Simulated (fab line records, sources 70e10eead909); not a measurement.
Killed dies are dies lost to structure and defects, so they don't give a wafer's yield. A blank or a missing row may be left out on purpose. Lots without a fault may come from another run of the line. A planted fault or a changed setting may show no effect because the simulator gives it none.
Chamber matching | flow nand_harc | NHARC_A_CONTACT_ETCH_102 on rie_diel-05: 4 sister chambers
The step etches the open film in CF4/O2, target depth 100 nm, overetch 10 nm, time 55 s. 14 wafers are shown with their chamber, then 7 later ones without.

WAFERS WITH THEIR CHAMBER
wafer  | chamber | showerhead_plenum_p_Torr (Torr) | drypump_motor_current_A (A) | rf_vpp_V (V)
L565.1 | 3       | 1.39                            | 5.69                        | 198.8
L565.3 | 1       | 1.35                            | 5.98                        | 197.4
L565.6 | 0       | 1.34                            | 5.71                        | 197.9
L568.2 | 2       | 1.27                            | 6.06                        | 197.4
L568.3 | 0       | 1.34                            | 5.71                        | 196.9
L568.6 | 1       | 1.35                            | 5.98                        | 197.8
L570.3 | 3       | 1.38                            | 5.70                        | 198.4
L570.4 | 1       | 1.35                            | 5.99                        | 198.3
L570.6 | 1       | 1.35                            | 5.98                        | 198.9
L577.1 | 3       | 1.38                            | 5.70                        | 198.0
L577.3 | 0       | 1.34                            | 5.69                        | 198.5
L577.5 | 2       | 1.27                            | 6.12                        | 195.8
L578.1 | 2       | 1.27                            | 6.09                        | 195.7
L578.5 | 2       | 1.27                            | 6.07                        | 196.5

SIGNATURES (means of the wafers above)
reading                  | chamber 0 | chamber 1 | chamber 2 | chamber 3 | scatter within a chamber
showerhead_plenum_p_Torr | 1.3400    | 1.3500    | 1.2700    | 1.3833    | 0.00258
drypump_motor_current_A  | 5.7033    | 5.9825    | 6.0850    | 5.6967    | 0.0158
rf_vpp_V                 | 197.767   | 198.100   | 196.350   | 198.400   | 0.688
Rule: a wafer's distance from a chamber is the root of the sum, over the readings, of the square of ((its reading less the chamber's mean) divided by the reading's scatter). The wafer belongs to the nearest chamber; if the next one is less than 2 further off, it can't be placed. The scatter: the root of (the sum of the squares of (reading less its chamber's mean) over the shown wafers, divided by (wafers less chambers)).

WAFERS WITHOUT THEIR CHAMBER
wafer  | showerhead_plenum_p_Torr (Torr) | drypump_motor_current_A (A) | rf_vpp_V (V)
L578.6 | 1.35                            | 5.98                        | 198.8
L583.2 | 1.27                            | 6.03                        | 196.1
L583.4 | 1.34                            | 5.68                        | 198.0
L583.6 | 1.38                            | 5.70                        | 199.1
L584.3 | 1.26                            | 6.06                        | 194.9
L584.4 | 1.35                            | 5.98                        | 198.4
L584.5 | 1.26                            | 6.07                        | 195.5

WHICH CHAMBER EACH WENT THROUGH
wafer  | from the rows above | in truth
L578.6 | 1                   | 1
L583.2 | 2                   | 2
L583.4 | 0                   | 0
L583.6 | 3                   | 3
L584.3 | 2                   | 2
L584.4 | 1                   | 1
L584.5 | 2                   | 2
Placed correctly: 7 of 7. Can't be placed from these rows: 0. Placed wrongly: 0.
